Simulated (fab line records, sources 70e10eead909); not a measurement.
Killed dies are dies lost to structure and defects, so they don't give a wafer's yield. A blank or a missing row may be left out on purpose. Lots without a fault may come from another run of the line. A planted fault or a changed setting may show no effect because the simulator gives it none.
Chamber matching | flow nand_harc | NHARC_A_CHANNEL_HOLE_D2_DESCUM_15 on rie_diel-08: 4 sister chambers
The step chemistry O2, time 3 s. 18 wafers are shown with their chamber, then 9 later ones without.

WAFERS WITH THEIR CHAMBER
wafer  | chamber | oes_product_au (a.u.) | throttle_valve_pct (%) | rf_vpp_V (V)
L074.1 | 3       | 0.990                 | 11.316                 | 58.1
L074.4 | 2       | 0.999                 | 11.308                 | 58.0
L074.6 | 2       | 1.014                 | 11.322                 | 57.5
L078.3 | 3       | 1.002                 | 11.312                 | 58.6
L078.5 | 3       | 1.006                 | 11.316                 | 59.2
L078.6 | 2       | 1.003                 | 11.319                 | 56.8
L082.1 | 1       | 0.995                 | 11.314                 | 57.9
L082.2 | 3       | 1.004                 | 11.306                 | 57.4
L082.4 | 2       | 0.993                 | 11.314                 | 57.9
L083.1 | 3       | 0.996                 | 11.316                 | 57.8
L083.2 | 0       | 1.020                 | 11.324                 | 57.5
L083.3 | 1       | 0.984                 | 11.304                 | 57.3
L087.1 | 1       | 0.995                 | 11.314                 | 57.0
L087.5 | 3       | 1.000                 | 11.327                 | 57.6
L087.6 | 2       | 0.996                 | 11.315                 | 57.7
L088.1 | 0       | 1.019                 | 11.318                 | 58.1
L088.5 | 2       | 1.013                 | 11.327                 | 57.2
L088.6 | 1       | 0.989                 | 11.308                 | 56.4

SIGNATURES (means of the wafers above)
reading            | chamber 0 | chamber 1 | chamber 2 | chamber 3 | scatter within a chamber
oes_product_au     | 1.01950   | 0.99075   | 1.00300   | 0.99967   | 0.00677
throttle_valve_pct | 11.32100  | 11.31000  | 11.31750  | 11.31550  | 0.00625
rf_vpp_V           | 57.800    | 57.150    | 57.517    | 58.117    | 0.577
Rule: a wafer's distance from a chamber is the root of the sum, over the readings, of the square of ((its reading less the chamber's mean) divided by the reading's scatter). The wafer belongs to the nearest chamber; if the next one is less than 2 further off, it can't be placed. The scatter: the root of (the sum of the squares of (reading less its chamber's mean) over the shown wafers, divided by (wafers less chambers)).

WAFERS WITHOUT THEIR CHAMBER
wafer  | oes_product_au (a.u.) | throttle_valve_pct (%) | rf_vpp_V (V)
L091.1 | 0.993                 | 11.327                 | 57.4
L091.2 | 0.996                 | 11.327                 | 57.0
L091.3 | 0.991                 | 11.309                 | 57.3
L093.1 | 1.003                 | 11.310                 | 57.0
L093.2 | 1.003                 | 11.311                 | 58.6
L093.4 | 1.037                 | 11.306                 | 57.4
L097.2 | 1.040                 | 11.311                 | 57.6
L097.5 | 1.027                 | 11.311                 | 56.9
L097.6 | 1.012                 | 11.324                 | 57.8

WHICH CHAMBER EACH WENT THROUGH
wafer  | from the rows above               | in truth
L091.1 | can't be placed: 2 or 3 or 1 or 0 | 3
L091.2 | can't be placed: 2 or 3 or 1 or 0 | 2
L091.3 | can't be placed: 1 or 3 or 2      | 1
L093.1 | can't be placed: 2 or 1 or 3 or 0 | 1
L093.2 | can't be placed: 3 or 2 or 1      | 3
L093.4 | can't be placed: 0 or 2           | 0
L097.2 | 0                                 | 0
L097.5 | can't be placed: 0 or 2           | 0
L097.6 | can't be placed: 0 or 2 or 3      | 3
Placed correctly: 1 of 9. Can't be placed from these rows: 8 (the true chamber is among the candidates in 8). Placed wrongly: 0.
